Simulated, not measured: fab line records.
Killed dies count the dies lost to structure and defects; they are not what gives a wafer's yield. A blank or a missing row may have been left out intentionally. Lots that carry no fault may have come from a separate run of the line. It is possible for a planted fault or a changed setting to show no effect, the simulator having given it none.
fab line records    flow n5_finfet    part 1 of 2: steps 1 to 18 of 28
record: lots: 5  wafers: 15  last_day: 17
route steps=1938 shown BEOL_M3@962
lots untouched by any fault: they come from a run of this same line in which no faults occurred
start_h: hours from the record's opening day to when the first of the lot's shown wafers began    wait_h: hours from the lot's prior step to this one    " the same as in the row above    L1.1+2: a row that stands for several wafers    - value missing, or start not given    * or withheld: withheld    < > ~ a bound
route shown NAME@n: NAME is a module with steps in the file, n the number in the route of the first one    usual: mean and standard deviation over wafers with no fault    same: alike in all rows    chamber/n: place in a boat    sites: per-site readings    _std_site: standard deviation of those values    _edge_site: outer sites' mean less inner sites'    radius_mm: for every site, how far away it sits from the centre of the wafer    mask NAME#n: copy n    behind: tool/chamber where the wafer was last shaped    hold: cause of the lot's hold/its duration in hours/its outcome    device: names the non-switching transistor (n, p or np)    end of line: the route-end tests of the same wafers    a step without rows: its recipe alone    killed: dies lost to structure and defects at the first sort, not the wafer's yield    map: per-die view of a wafer (x killed, . not killed, _ where there is no die)
set.NAME: the setting as run; set.NAME@STEP: as run at that earlier step    model.NAME: the simulator's own value behind a step, which no gauge read
lots at selected steps of the route; one table per step, one row per wafer
services: from which hour (start_h, from the record's first day; less than 0 if before it) a tool's chamber was out of use, for how many hours, and why
== steps ==
step: N5_BEOL_M3_SOFTBAKE_23
recipe: temp_c: 110  time_s: 60  resist: CAR-EUV
lot.wafer   tool            chamber  start_h  wait_h
L075.2+4+5  litho_track-05  0        -        -
L081.1+2+4  litho_track-05  0        -        -
L094.1+2+6  litho_track-05  0        -        -
L095.3+4+5  litho_track-01  0        -        -
L097.3+4+6  litho_track-05  0        -        -
step: N5_BEOL_M3_EXPOSE_25
recipe: mask_id: V2  na: 0.33  source_shape: quasar  sigma_inner: 0.2  sigma_outer: 0.8  polarization: unpolarized  defocus_nm: 5  dose_mj: 63
lot.wafer   tool            chamber  start_h  wait_h  mask
L075.2+4+5  euv_scanner-01  0        156.15   -       V2#0
L081.1+2+4  euv_scanner-01  0        189.27   -       V2#0
L094.1+2+6  euv_scanner-02  0        267.54   -       V2#0
L095.3+4+5  euv_scanner-02  0        269.25   -       V2#0
L097.3+4+6  euv_scanner-02  0        284.15   -       V2#0
step: N5_BEOL_M3_PEB_26
recipe: peb_temp_c: 100  peb_time_s: 60  resist: CAR-EUV
lot.wafer   tool            chamber  start_h  wait_h
L075.2+4+5  litho_track-05  0        156.22   0.1
L081.1+2+4  litho_track-05  0        189.35   0.1
L094.1+2+6  litho_track-05  0        267.62   0.1
L095.3+4+5  litho_track-03  0        269.31   0.1
L097.3+4+6  litho_track-05  0        284.21   0.1
step: N5_BEOL_M3_DEVELOP_27
recipe: develop_time_s: 30  developer: TMAH  resist: CAR-EUV  rinse_liquid: surfactant_rinse  dry: air_spin  dev_temp_c: 23
lot.wafer   tool            chamber  start_h  wait_h
L075.2+4+5  litho_track-05  0        -        -
L081.1+2+4  litho_track-05  0        -        -
L094.1+2+6  litho_track-05  0        -        -
L095.3+4+5  litho_track-03  0        -        -
L097.3+4+6  litho_track-05  0        -        -
step: N5_BEOL_M3_CD_MEAS_28
recipe: target_cd_nm: 25.7  landing_energy_ev: 500  detector: se_inlens  target_cd_y_nm: 23.3  polarity: opening
usual: cd_nm: 25.80/0.24
lot.wafer  tool       chamber  start_h  wait_h  cd_nm
L075.2     cd_sem-02  0        156.28   -       25.91
L075.4     "          0        "        "       26.21
L075.5     "          0        "        "       25.94
L081.1     cd_sem-03  0        189.41   -       25.89
L081.2     "          0        "        "       25.42
L081.4     "          0        "        "       25.97
L094.1     cd_sem-03  0        267.68   -       25.77
L094.2     "          0        "        "       26.40
L094.6     "          0        "        "       25.38
L095.3     cd_sem-03  0        269.38   -       25.66
L095.4     "          0        "        "       25.82
L095.5     "          0        "        "       26.03
L097.3     cd_sem-03  0        284.28   -       25.75
L097.4     "          0        "        "       25.63
L097.6     "          0        "        "       26.07
step: N5_BEOL_M3_OVL_MEAS_29
recipe: points_per_wafer: 522
usual: V2_OVL: -0.4/0.78
same: points_per_wafer: 522
lot.wafer  tool        chamber  start_h  wait_h  V2_OVL[nm]
L075.2     overlay-01  0        156.32   0.0     -1.9
L075.4     "           0        "        "       -0.7
L075.5     "           0        "        "       -0.9
L081.1     overlay-02  0        189.44   0.0     -0.9
L081.2     "           0        "        "       -1.0
L081.4     "           0        "        "       -1.8
L094.1     overlay-02  0        267.71   0.0     0.6
L094.2     "           0        "        "       0.2
L094.6     "           0        "        "       0.7
L095.3     overlay-01  0        269.42   0.0     -2.2
L095.4     "           0        "        "       -0.5
L095.5     "           0        "        "       -2.1
L097.3     overlay-01  0        284.32   0.0     -0.4
L097.4     "           0        "        "       -1.7
L097.6     "           0        "        "       -1.0
step: N5_BEOL_M3_INSPECT_30
recipe: mode: adi  inspect_instrument: brightfield
usual: raw_defect_count: 387/85
lot.wafer  tool               chamber  start_h  wait_h  raw_defect_count
L075.2     defect_inspect-01  -        156.37   0.0     298
L075.4     "                  -        "        "       323
L075.5     "                  -        "        "       297
L081.1     defect_inspect-01  -        189.51   0.1     411
L081.2     "                  -        "        "       344
L081.4     "                  -        "        "       316
L094.1     defect_inspect-02  -        267.77   0.1     327
L094.2     "                  -        "        "       361
L094.6     "                  -        "        "       289
L095.3     defect_inspect-02  -        269.46   0.0     377
L095.4     "                  -        "        "       506
L095.5     "                  -        "        "       566
L097.3     defect_inspect-02  -        284.37   0.0     365
L097.4     "                  -        "        "       414
L097.6     "                  -        "        "       395
step: N5_BEOL_M3_DESCUM_33
recipe: chemistry: O2  time_s: 7  source_power_w: 50  bias_power_w: 20  pressure_mtorr: 20  rf_frequency_hz: 2.712e+07  temp_c: 40  resist: CAR-EUV  o2_flow_sccm: 225
usual: drypump_motor_current_A: 5.5/0.48  oes_product_au: 0.81/0.11  rf_vpp_V: 243.4/1.4  showerhead_plenum_p_Torr: 2.11/0.067  throttle_valve_pct: 20.31/0.28
lot.wafer  tool         chamber  start_h  wait_h  drypump_motor_current_A  oes_product_au  rf_hours_counter_h  rf_vpp_V  showerhead_plenum_p_Torr  throttle_valve_pct
L075.2     rie_diel-01  2        156.80   0.4     5.4                      0.71            170                 242.6     2.09                      20.55
L075.4     "            0        "        "       5.3                      0.84            -                   245.2     2.22                      20.42
L075.5     "            3        "        "       5.7                      0.71            -                   243.7     2.16                      20.30
L081.1     rie_diel-04  3        189.55   0.0     6.0                      0.70            217                 240.7     1.99                      20.86
L081.2     "            0        "        "       5.4                      0.94            18                  242.0     2.06                      20.25
L081.4     "            3        "        "       5.9                      0.70            -                   241.7     1.99                      20.84
L094.1     rie_diel-02  0        267.81   0.0     6.5                      0.91            16                  243.6     2.13                      19.76
L094.2     "            2        "        "       5.1                      0.69            235                 243.0     2.07                      20.39
L094.6     "            2        "        "       5.1                      0.69            -                   242.1     2.07                      20.36
L095.3     rie_diel-02  2        270.13   0.7     5.1                      0.69            236                 242.8     2.07                      20.36
L095.4     "            2        "        "       5.1                      0.70            -                   241.1     2.07                      20.35
L095.5     "            3        "        "       5.0                      0.83            -                   242.6     2.03                      20.41
L097.3     rie_diel-01  0        284.40   0.0     5.4                      0.79            109                 243.4     2.21                      20.49
L097.4     "            1        "        "       6.0                      0.91            31                  243.7     2.05                      19.89
L097.6     "            0        "        "       5.3                      0.79            -                   244.1     2.21                      20.48
step: N5_BEOL_M3_ETCH_77
recipe: chemistry: N2/H2  target: underlayer  target_depth_a: 65  mask_material: CAR-EUV  time_s: 5.2  ion_energy_ev: 200  pressure_mtorr: 30  source_w: 840  bias_w: 150  n2_flow_sccm: 200  h2_flow_sccm: 200  ends: cleared
usual: drypump_motor_current_A: 5.5/0.48  etch_rf_on_time_s: 5.15/0.15  h2_flow_sccm: 200.0/0.55  oes_product_au: 0.69/0.092  rf_vpp_V: 524.3/2.6  showerhead_plenum_p_Torr: 2.56/0.087  throttle_valve_pct: 17.77/0.27
lot.wafer  tool         chamber  start_h  wait_h  drypump_motor_current_A  etch_rf_on_time_s  h2_flow_sccm  oes_product_au  rf_hours_counter_h  rf_vpp_V  showerhead_plenum_p_Torr  throttle_valve_pct
L075.2     rie_diel-01  2        156.83   0.0     5.4                      5.33               198.9         0.62            170                 524.3     2.55                      18.16
L075.4     "            0        "        "       5.3                      4.98               200.3         0.73            -                   527.6     2.69                      17.79
L075.5     "            3        "        "       5.7                      5.17               200.2         0.60            -                   526.6     2.62                      17.69
L081.1     rie_diel-04  3        189.58   0.0     5.9                      5.25               199.1         0.60            217                 519.8     2.40                      18.14
L081.2     "            0        "        "       5.4                      5.19               199.8         0.79            18                  524.4     2.49                      17.58
L081.4     "            3        "        "       5.9                      5.28               199.8         0.59            -                   519.3     2.40                      18.14
L094.1     rie_diel-02  0        267.84   0.0     6.5                      5.17               200.7         0.78            16                  525.6     2.60                      17.41
L094.2     "            2        "        "       5.1                      5.39               200.4         0.58            235                 521.4     2.52                      17.87
L094.6     "            2        "        "       5.1                      5.46               199.7         0.58            -                   521.0     2.52                      17.89
L095.3     rie_diel-02  2        270.16   0.0     5.1                      5.42               200.4         0.57            236                 522.3     2.52                      17.89
L095.4     "            2        "        "       5.1                      5.46               199.9         0.58            -                   522.8     2.52                      17.86
L095.5     "            3        "        "       5.0                      5.18               200.2         0.71            -                   520.6     2.47                      18.00
L097.3     rie_diel-01  0        284.44   0.0     5.3                      4.98               200.2         0.69            109                 527.3     2.67                      17.85
L097.4     "            1        "        "       6.0                      4.77               200.3         0.81            31                  521.5     2.47                      17.20
L097.6     "            0        "        "       5.3                      4.97               199.9         0.69            -                   528.1     2.67                      17.84
step: N5_BEOL_M3_ETCH_69
recipe: chemistry: CF4  target: SiARC  target_depth_a: 156  mask_material: CAR-EUV  time_s: 26  ion_energy_ev: 80  pressure_mtorr: 40  source_w: 545  bias_w: 36  Ar_flow_sccm: 100  cf4_flow_sccm: 100  ends: cleared
usual: drypump_motor_current_A: 5.5/0.47  etch_rf_on_time_s: 25.6/0.71  oes_product_au: 0.70/0.093  rf_vpp_V: 184.3/1.1  showerhead_plenum_p_Torr: 2.16/0.07  throttle_valve_pct: 15.53/0.28
lot.wafer  tool         chamber  start_h  wait_h  drypump_motor_current_A  etch_rf_on_time_s  oes_product_au  rf_hours_counter_h  rf_vpp_V  showerhead_plenum_p_Torr  throttle_valve_pct
L075.2     rie_diel-01  2        156.85   0.0     5.5                      26.5               0.62            170                 184.4     2.13                      15.76
L075.4     "            0        "        "       5.3                      24.7               0.74            -                   184.5     2.25                      15.49
L075.5     "            3        "        "       5.7                      25.5               0.61            -                   184.1     2.22                      15.65
L081.1     rie_diel-04  3        189.60   0.0     5.9                      26.2               0.60            217                 182.7     2.04                      16.02
L081.2     "            0        "        "       5.4                      25.6               0.79            18                  184.1     2.10                      15.34
L081.4     "            3        "        "       6.0                      26.2               0.60            -                   182.5     2.04                      16.00
L094.1     rie_diel-02  0        267.86   0.0     6.5                      25.6               0.78            16                  184.6     2.18                      15.03
L094.2     "            2        "        "       5.1                      27.3               0.58            235                 183.1     2.12                      15.58
L094.6     "            2        "        "       5.1                      27.3               0.57            -                   184.3     2.12                      15.58
L095.3     rie_diel-02  2        270.18   0.0     5.1                      27.3               0.58            236                 182.7     2.12                      15.59
L095.4     "            2        "        "       5.1                      27.2               0.58            -                   184.0     2.12                      15.59
L095.5     "            3        "        "       5.0                      25.8               0.71            -                   183.5     2.10                      15.70
L097.3     rie_diel-01  0        284.45   0.0     5.3                      25.3               0.69            109                 185.1     2.24                      15.58
L097.4     "            1        "        "       6.0                      24.7               0.80            31                  183.4     2.09                      15.07
L097.6     "            0        "        "       5.3                      25.5               0.68            -                   185.5     2.24                      15.58
step: N5_BEOL_M3_ALD_98
recipe: material: SiO2  target_thk_a: 25  temp_c: 100  ald_precursor_family: BDEAS  ald_co_reactant: O2-plasma  pulse_time_s: 1  co_reactant_pulse_time_s: 1  purge_time_s: 2  co_reactant_purge_time_s: 2  ald_cycles: 17  pressure_torr: 2
usual: heater_power_w: 72/7.1  precursor_pulse_height_rel: 1.001/0.02
lot.wafer  tool        chamber  start_h  wait_h  heater_power_w  precursor_pulse_height_rel
L075.2     ald_sin-04  1        156.93   0.1     75              1.032
L075.4     "           3        "        "       77              1.012
L075.5     "           2        "        "       59              0.980
L081.1     ald_sin-04  3        189.68   0.1     78              1.005
L081.2     "           1        "        "       78              0.976
L081.4     "           2        "        "       63              0.956
L094.1     ald_sin-01  3        267.94   0.1     81              0.993
L094.2     "           0        "        "       76              0.988
L094.6     "           0        "        "       75              0.988
L095.3     ald_sin-02  1        270.38   0.2     70              0.993
L095.4     "           3        "        "       66              1.038
L095.5     "           1        "        "       67              0.983
L097.3     ald_sin-04  3        284.56   0.1     77              0.982
L097.4     "           0        "        "       62              0.993
L097.6     "           1        "        "       72              0.985
step: N5_BEOL_M3_ETCHBACK_99
recipe: chemistry: CHF3  target: SiO2  target_depth_a: 50  time_s: 10.4  source_w: 215  bias_w: 47  Ar_flow_sccm: 200  CHF3_flow_sccm: 12  ion_energy_ev: 100  pressure_mtorr: 30
usual: CHF3_flow_sccm: 12.00/0.035  drypump_motor_current_A: 5.5/0.51  oes_product_au: 0.80/0.1  rf_vpp_V: 239/4.1  showerhead_plenum_p_Torr: 2.16/0.083  throttle_valve_pct: 17.01/0.24
lot.wafer  tool         chamber  start_h  wait_h  CHF3_flow_sccm  drypump_motor_current_A  oes_product_au  rf_hours_counter_h  rf_vpp_V  showerhead_plenum_p_Torr  throttle_valve_pct
L075.2     rie_diel-02  0        157.41   0.4     12.08           6.5                      0.69            242                 233       2.21                      16.96
L075.4     "            1        "        "       12.02           5.6                      0.76            151                 237       2.25                      17.24
L075.5     "            2        "        "       11.95           5.1                      0.71            -                   246       2.15                      17.01
L081.1     rie_diel-04  3        189.80   0.1     11.99           5.9                      0.70            217                 238       2.02                      17.36
L081.2     "            2        "        "       11.98           4.7                      0.90            26                  240       2.30                      16.93
L081.4     "            2        "        "       11.99           4.7                      0.91            -                   240       2.30                      16.93
L094.1     rie_diel-02  2        269.29   1.3     12.03           5.1                      0.69            236                 247       2.13                      17.06
L094.2     "            0        "        "       12.03           6.5                      0.90            17                  230       2.20                      16.52
L094.6     "            2        "        "       12.03           5.1                      0.69            -                   246       2.13                      17.07
L095.3     rie_diel-02  2        277.32   6.9     12.03           5.1                      0.68            238                 246       2.13                      17.07
L095.4     "            1        "        "       11.98           5.6                      0.72            187                 238       2.24                      17.30
L095.5     "            3        "        "       11.99           5.0                      0.82            -                   238       2.09                      17.12
L097.3     rie_diel-04  2        286.48   1.9     12.00           4.7                      0.85            55                  242       2.29                      16.96
L097.4     "            0        "        "       12.01           5.4                      0.87            47                  239       2.10                      16.86
L097.6     "            3        "        "       12.04           5.9                      0.67            -                   238       2.01                      17.39
step: N5_BEOL_M3_ETCH_70
recipe: chemistry: N2/H2  target: SOC  target_depth_a: 800  overetch_a: 160  mask_material: SiARC  temp_c: 40  time_s: 120  ion_energy_ev: 200  pressure_mtorr: 30  source_w: 840  bias_w: 150  n2_flow_sccm: 200  h2_flow_sccm: 200
usual: drypump_motor_current_A: 5.5/0.51  h2_flow_sccm: 200.0/0.57  oes_product_au: 0.61/0.074  rf_vpp_V: 524.1/2.7  showerhead_plenum_p_Torr: 2.56/0.093  throttle_valve_pct: 17.75/0.25
lot.wafer  tool         chamber  start_h  wait_h  drypump_motor_current_A  h2_flow_sccm  oes_product_au  rf_hours_counter_h  rf_vpp_V  showerhead_plenum_p_Torr  throttle_valve_pct
L075.2     rie_diel-02  0        157.45   0.0     6.5                      199.5         0.52            242                 524.3     2.61                      17.78
L075.4     "            1        "        "       5.6                      199.7         0.57            151                 526.7     2.62                      17.74
L075.5     "            2        "        "       5.1                      199.9         0.55            -                   522.3     2.54                      17.78
L081.1     rie_diel-04  3        189.84   0.0     5.9                      199.7         0.54            217                 519.8     2.40                      18.10
L081.2     "            2        "        "       4.7                      200.0         0.68            26                  528.1     2.72                      17.69
L081.4     "            2        "        "       4.7                      199.0         0.69            -                   529.1     2.72                      17.65
L094.1     rie_diel-02  2        269.33   0.0     5.1                      198.9         0.53            236                 523.2     2.52                      17.85
L094.2     "            0        "        "       6.5                      199.3         0.69            17                  524.6     2.60                      17.34
L094.6     "            2        "        "       5.1                      200.4         0.53            -                   521.4     2.52                      17.85
L095.3     rie_diel-02  2        277.35   0.0     5.1                      199.7         0.53            238                 523.3     2.52                      17.83
L095.4     "            1        "        "       5.6                      199.3         0.55            187                 525.6     2.61                      17.82
L095.5     "            3        "        "       5.0                      198.3         0.64            -                   522.7     2.47                      17.96
L097.3     rie_diel-04  2        286.52   0.0     4.8                      199.4         0.65            55                  528.2     2.70                      17.73
L097.4     "            0        "        "       5.4                      200.0         0.67            47                  522.1     2.48                      17.60
L097.6     "            3        "        "       6.0                      200.8         0.52            -                   519.9     2.39                      18.13
step: N5_BEOL_M3_STRIP_71
recipe: chemistry: N2/H2  temp_c: 40  n2_flow_sccm: 200  h2_flow_sccm: 200  rf_frequency_hz: 6e+07
lot.wafer   tool         chamber  start_h  wait_h
L075.2+4+5  rie_diel-02  0,1,2    157.53   0.0
L081.1+2+4  rie_diel-04  3,2,2    189.92   0.0
L094.1+2+6  rie_diel-02  2,0,2    269.41   0.0
L095.3+4+5  rie_diel-02  2,1,3    277.43   0.0
L097.3+4+6  rie_diel-04  2,0,3    286.60   0.0
step: N5_BEOL_M3_STRIP_78
recipe: chemistry: N2/H2  temp_c: 40  n2_flow_sccm: 200  h2_flow_sccm: 200  rf_frequency_hz: 6e+07
lot.wafer   tool         chamber  start_h  wait_h
L075.2+4+5  rie_diel-02  0,1,2    157.54   0.0
L081.1+2+4  rie_diel-04  3,2,2    189.93   0.0
L094.1+2+6  rie_diel-02  2,0,2    269.42   0.0
L095.3+4+5  rie_diel-02  2,1,3    277.44   0.0
L097.3+4+6  rie_diel-04  2,0,3    286.61   0.0
step: N5_BEOL_M3_VIA_ETCH_34
recipe: chemistry: C4F6/O2  target_depth_a: 694  mask_material: SOC  pressure_mtorr: 15  ion_energy_ev: 250  taper_deg: 4  time_s: 65.9  source_w: 350  bias_w: 170  Ar_flow_sccm: 300  C4F6_flow_sccm: 10  O2_flow_sccm: 10
usual: C4F6_flow_sccm: 10.00/0.03  drypump_motor_current_A: 5.5/0.51  oes_o_777_au: 0.81/0.1  oes_product_au: 0.80/0.1  rf_vpp_V: 660/11  showerhead_plenum_p_Torr: 2.86/0.1  throttle_valve_pct: 30.69/0.22
lot.wafer  tool         chamber  start_h  wait_h  C4F6_flow_sccm  drypump_motor_current_A  oes_o_777_au  oes_product_au  rf_hours_counter_h  rf_vpp_V  showerhead_plenum_p_Torr  throttle_valve_pct
L075.2     rie_diel-02  0        157.55   0.0     10.02           6.5                      0.70          0.68            242                 640       2.91                      30.62
L075.4     "            1        "        "       10.02           5.6                      0.76          0.76            151                 659       2.96                      30.99
L075.5     "            2        "        "       9.98            5.1                      0.68          0.72            -                   679       2.84                      30.72
L081.1     rie_diel-04  3        189.94   0.0     10.01           5.9                      0.71          0.70            217                 662       2.67                      30.83
L081.2     "            2        "        "       9.96            4.7                      0.88          0.90            26                  665       3.03                      30.80
L081.4     "            2        "        "       9.97            4.7                      0.89          0.90            -                   665       3.03                      30.80
L094.1     rie_diel-02  2        269.43   0.0     9.96            5.1                      0.65          0.69            236                 679       2.82                      30.74
L094.2     "            0        "        "       9.98            6.5                      0.93          0.91            17                  639       2.90                      30.17
L094.6     "            2        "        "       9.98            5.1                      0.66          0.68            -                   680       2.82                      30.76
L095.3     rie_diel-02  2        277.45   0.0     10.01           5.1                      0.66          0.69            238                 678       2.82                      30.75
L095.4     "            1        "        "       10.02           5.6                      0.73          0.72            187                 658       2.95                      30.99
L095.5     "            3        "        "       9.92            5.0                      0.82          0.83            -                   656       2.77                      30.82
L097.3     rie_diel-04  2        286.62   0.0     10.00           4.7                      0.85          0.85            55                  665       3.02                      30.82
L097.4     "            0        "        "       9.95            5.4                      0.89          0.88            47                  667       2.77                      30.61
L097.6     "            3        "        "       10.00           5.9                      0.70          0.68            -                   660       2.66                      30.85
step: N5_BEOL_M3_STRIP_83
recipe: chemistry: C4F6/O2  resist: SiARC  rf_frequency_hz: 6e+07
lot.wafer   tool         chamber  start_h  wait_h
L075.2+4+5  rie_diel-02  0,1,2    157.60   0.0
L081.1+2+4  rie_diel-04  3,2,2    189.99   0.0
L094.1+2+6  rie_diel-02  2,0,2    269.48   0.0
L095.3+4+5  rie_diel-02  2,1,3    277.50   0.0
L097.3+4+6  rie_diel-04  2,0,3    286.67   0.0
step: N5_BEOL_M3_STRIP_36
recipe: chemistry: N2/H2  power_w: 450  temp_c: 40  pressure_mtorr: 20  rf_frequency_hz: 6e+07  overash_fraction: 0.3  bias_power_w: 7  h2_frac: 0.5  n2_flow_sccm: 200  h2_flow_sccm: 200
usual: drypump_motor_current_A: 5.5/0.5  h2_flow_sccm: 200.0/0.6  oes_product_au: 0.81/0.1  rf_vpp_V: 59.2/1.4  showerhead_plenum_p_Torr: 2.55/0.093  throttle_valve_pct: 23.57/0.26
lot.wafer  tool         chamber  start_h  wait_h  drypump_motor_current_A  h2_flow_sccm  oes_product_au  rf_hours_counter_h  rf_vpp_V  showerhead_plenum_p_Torr  throttle_valve_pct
L075.2     rie_diel-02  0        157.61   0.0     6.5                      200.4         0.68            242                 59.1      2.61                      23.74
L075.4     "            1        "        "       5.6                      200.6         0.77            151                 56.5      2.62                      23.41
L075.5     "            2        "        "       5.1                      199.9         0.73            -                   59.0      2.53                      23.59
L081.1     rie_diel-04  3        190.00   0.0     5.9                      200.7         0.70            217                 59.1      2.40                      23.77
L081.2     "            2        "        "       4.7                      200.3         0.90            26                  60.6      2.71                      23.56
L081.4     "            2        "        "       4.7                      200.2         0.92            -                   60.4      2.71                      23.58
L094.1     rie_diel-02  2        269.49   0.0     5.1                      199.8         0.70            236                 59.5      2.52                      23.66
L094.2     "            0        "        "       6.5                      198.9         0.91            17                  57.4      2.60                      23.28
L094.6     "            2        "        "       5.1                      198.3         0.69            -                   58.6      2.52                      23.66
L095.3     rie_diel-02  2        277.51   0.0     5.2                      200.2         0.69            238                 60.6      2.52                      23.67
L095.4     "            1        "        "       5.6                      198.7         0.73            187                 57.9      2.61                      23.48
L095.5     "            3        "        "       5.0                      199.9         0.82            -                   57.4      2.47                      23.90
L097.3     rie_diel-04  2        286.68   0.0     4.8                      200.4         0.85            55                  61.4      2.70                      23.61
L097.4     "            0        "        "       5.4                      201.4         0.89            47                  59.5      2.47                      23.45
L097.6     "            3        "        "       5.9                      200.1         0.67            -                   59.0      2.39                      23.86
